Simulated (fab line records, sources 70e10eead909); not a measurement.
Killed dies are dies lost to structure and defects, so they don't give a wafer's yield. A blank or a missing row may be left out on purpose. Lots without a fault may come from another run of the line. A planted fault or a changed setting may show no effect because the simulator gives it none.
Which tool did it? | flow nand_harc | 12 lots, 36 wafers sampled, at 5 steps of a route of 1302

WHAT THE GAUGES READ, wafer by wafer
NHARC_HYBRID_BOND_OVL_MEAS_05. Usual: overlay_x_nm -2 nm, standard deviation 34; overlay_y_nm 4 nm, standard deviation 29.
lot  | measured     | on         | overlay_x_nm (nm) | overlay_y_nm (nm) | flag
L542 | day 23 21:33 | overlay-02 | -27 -29 38        | 19 29 -1          |
L543 | day 24 05:23 | overlay-01 | 1 44 -5           | -3 -10 3          |
L545 | day 24 13:26 | overlay-01 | -11 -37 -8        | -25 -50 1         |
L544 | day 24 17:19 | overlay-01 | -37 21 4          | -41 -13 -37       |
L547 | day 26 09:43 | overlay-01 | 12 85 -26         | -13 32 -5         |
L549 | day 26 19:04 | overlay-02 | -78 -6 -19        | -3 8 48           |
L550 | day 26 19:04 | overlay-01 | 15 39 -30         | 7 11 31           |
L553 | day 28 07:02 | overlay-02 | -20 -21 -8        | -25 32 -15        |
L552 | day 28 11:26 | overlay-01 | -2 18 36          | 9 79 33           |
L554 | day 28 11:26 | overlay-02 | -27 -41 26        | 14 2 -12          |
L557 | day 30 11:19 | overlay-02 | -21 61 4          | 14 17 31          |
L560 | day 30 17:26 | overlay-02 | -17 -17 57        | 44 -25 13         |

NHARC_THIN_TSV_CD_MEAS_37. Usual: cd_nm 5001.1 nm, standard deviation 2.2.
lot  | measured     | on        | cd_nm (nm)           | flag
L542 | day 24 07:50 | cd_sem-01 | 5006.1 5004.5 5004.3 |
L543 | day 24 15:34 | cd_sem-03 | 4997.0 4999.2 4999.9 |
L545 | day 24 23:32 | cd_sem-01 | 4998.6 4998.8 5000.7 |
L544 | day 25 04:40 | cd_sem-02 | 5004.5 4999.4 5003.3 |
L547 | day 26 20:55 | cd_sem-03 | 5005.5 5001.5 5003.6 |
L549 | day 27 05:05 | cd_sem-02 | 5001.9 5002.9 5004.4 |
L550 | day 27 06:21 | cd_sem-02 | 5003.5 5004.1 5003.4 |
L553 | day 28 16:59 | cd_sem-03 | 5001.9 5004.0 4999.9 |
L552 | day 28 23:01 | cd_sem-01 | 5001.1 5000.0 4999.8 |
L554 | day 28 21:41 | cd_sem-03 | 5002.3 5000.6 5002.8 |
L557 | day 30 21:17 | cd_sem-02 | 4998.2 4999.9 4997.5 |
L560 | day 31 03:32 | cd_sem-03 | 4999.8 4999.8 4998.2 |

NHARC_END_SORT_01. Usual: killed_at_array 51, standard deviation 17; killed_at_other 1.6, standard deviation 2.1; killed_at_periphery 4, standard deviation 3.2; killed_dies 57, standard deviation 18; killed_open 2.9, standard deviation 1.7; killed_short 2.3, standard deviation 1.3.
lot  | measured     | on        | killed_at_array | killed_at_other | killed_at_periphery | killed_dies | killed_open | killed_short | flag
L557 | day 31 07:17 | prober-01 | 52 56 123       | 1 0 0           | 1 8 1               | 54 64 124   | 2 7 3       | 2 2 1        |
L560 | day 31 12:51 | prober-02 | 47 53 119       | 0 1 0           | 3 0 4               | 50 54 123   | 2 3 3       | 4 5 3        |

WHICH TOOL RAN EACH LOT (tool, then ch and the chambers of the sampled wafers, then the start)
lot  | NHARC_A_STAIRCASE_ETCH_19          | NHARC_THIN_TSV_DESCUM_14
L542 | rie_diel-03 ch 0,1, day 15 19:26   | rie_diel-01 ch 0,2,3, day 24 00:31
L543 | rie_diel-13 ch 0,1,2, day 16 09:17 | rie_diel-07 ch 0,1,2, day 24 08:19
L545 | rie_diel-12 ch 1,2, day 16 19:19   | rie_diel-01 ch 0,1,2, day 24 16:20
L544 | rie_diel-03 ch 1,2,3, day 16 23:01 | rie_diel-01 ch 0,1, day 24 21:25
L547 | rie_diel-03 ch 0,1, day 18 07:32   | rie_diel-01 ch 0,1,2, day 26 13:45
L549 | rie_diel-03 ch 1,2, day 18 17:52   | rie_diel-01 ch 0,1, day 26 21:59
L550 | rie_diel-13 ch 1,2, day 18 22:37   | rie_diel-07 ch 1,2, day 26 23:11
L553 | rie_diel-13 ch 0,2,3, day 20 06:59 | rie_diel-07 ch 2,3, day 28 09:51
L552 | rie_diel-12 ch 1,3, day 20 10:12   | rie_diel-01 ch 0,1,3, day 28 15:43
L554 | rie_diel-03 ch 0,1,2, day 20 12:50 | rie_diel-07 ch 1,2,3, day 28 14:30
L557 | rie_diel-03 ch 0,2,3, day 22 17:55 | rie_diel-01 ch 0,2,3, day 30 14:14
L560 | rie_diel-03 ch 0,2, day 23 00:01   | rie_diel-07 ch 1,2, day 30 20:22
- NHARC_A_STAIRCASE_ETCH_19: etches the open film in C4F8/O2, target depth 100 nm, time 40.5 s.
- NHARC_THIN_TSV_DESCUM_14: chemistry O2, time 3 s.

WHAT THE TOOLS THEMSELVES READ (means of the sampled wafers that have a number; where no wafer has one, the mark that the record gives instead)
NHARC_A_STAIRCASE_ETCH_19. Usual: oes_product_au 0.941 a.u., standard deviation 0.0094; rf_fwd_power_W 592.4 W, standard deviation 2.8; rf_vpp_V 896 V, standard deviation 5.6.
lot  | tool        | oes_product_au (a.u.) | rf_fwd_power_W (W) | rf_vpp_V (V) | flag
L542 | rie_diel-03 | 0.943                 | 594.6              | 903          |
L543 | rie_diel-13 | 0.933                 | 589.6              | 893          |
L545 | rie_diel-12 | 0.942                 | 592.9              | 889          |
L544 | rie_diel-03 | 0.952                 | 593.1              | 898          |
L547 | rie_diel-03 | 0.933                 | 593.9              | 899          |
L549 | rie_diel-03 | 0.943                 | 595.3              | 896          |
L550 | rie_diel-13 | 0.934                 | 591.2              | 891          |
L553 | rie_diel-13 | 0.933                 | 595.0              | 894          |
L552 | rie_diel-12 | 0.930                 | 593.3              | 905          |
L554 | rie_diel-03 | 0.948                 | 594.5              | 898          |
L557 | rie_diel-03 | 0.940                 | 591.7              | 893          |
L560 | rie_diel-03 | 0.929                 | 593.4              | 895          |

NHARC_THIN_TSV_DESCUM_14. Usual: drypump_motor_current_A 5.8 A, standard deviation 0.55; o2_flow_sccm 200.0 sccm, standard deviation 0.59; oes_product_au 1.002 a.u., standard deviation 0.0078; rf_vpp_V 57.9 V, standard deviation 0.95; showerhead_plenum_p_Torr 1.94 Torr, standard deviation 0.062; throttle_valve_pct 11.311 %, standard deviation 0.0091.
lot  | tool        | drypump_motor_current_A (A) | o2_flow_sccm (sccm) | oes_product_au (a.u.) | rf_vpp_V (V) | showerhead_plenum_p_Torr (Torr) | throttle_valve_pct (%) | flag
L542 | rie_diel-01 | 5.6                         | 200.3               | 1.015                 | 57.7         | 1.92                            | 11.303                 |
L543 | rie_diel-07 | 5.5                         | 200.4               | 0.998                 | 58.8         | 1.95                            | 11.316                 |
L545 | rie_diel-01 | 6.0                         | 199.9               | 1.004                 | 56.7         | 1.91                            | 11.301                 |
L544 | rie_diel-01 | 5.8                         | 200.0               | 1.004                 | 57.1         | 1.90                            | 11.301                 |
L547 | rie_diel-01 | 6.0                         | 200.1               | 1.002                 | 57.0         | 1.91                            | 11.314                 |
L549 | rie_diel-01 | 6.2                         | 200.0               | 1.007                 | 58.7         | 1.92                            | 11.316                 |
L550 | rie_diel-07 | 6.1                         | 199.3               | 0.998                 | 58.5         | 1.86                            | 11.311                 |
L553 | rie_diel-07 | 5.8                         | 199.8               | 1.007                 | 57.6         | 1.97                            | 11.311                 |
L552 | rie_diel-01 | 5.8                         | 199.8               | 1.002                 | 57.4         | 1.93                            | 11.311                 |
L554 | rie_diel-07 | 6.0                         | 199.7               | 1.003                 | 57.0         | 1.92                            | 11.316                 |
L557 | rie_diel-01 | 5.6                         | 199.7               | 0.999                 | 56.9         | 1.92                            | 11.315                 |
L560 | rie_diel-07 | 5.8                         | 200.3               | 1.001                 | 58.4         | 1.91                            | 11.311                 |

THE ANSWER, worked out from the rows above alone
Rule: a lot is off if the mean of its wafers that have a number lies more than 3 standard deviations from the usual mean. A lot without any number at a reading at which 4 lots or more have one is off too. The other lots that the step has rows for count as sound. The gauges are gone through in route order, then the tools' own readings, and for those a lot's mean is taken as printed above. The first step at which some lot is off is used, and at that step the reading that is off furthest; a lot without a number counts as furthest.
No lot is off at any reading shown: from this, nothing can be told.

WHAT THE SIMULATOR HAD PUT IN
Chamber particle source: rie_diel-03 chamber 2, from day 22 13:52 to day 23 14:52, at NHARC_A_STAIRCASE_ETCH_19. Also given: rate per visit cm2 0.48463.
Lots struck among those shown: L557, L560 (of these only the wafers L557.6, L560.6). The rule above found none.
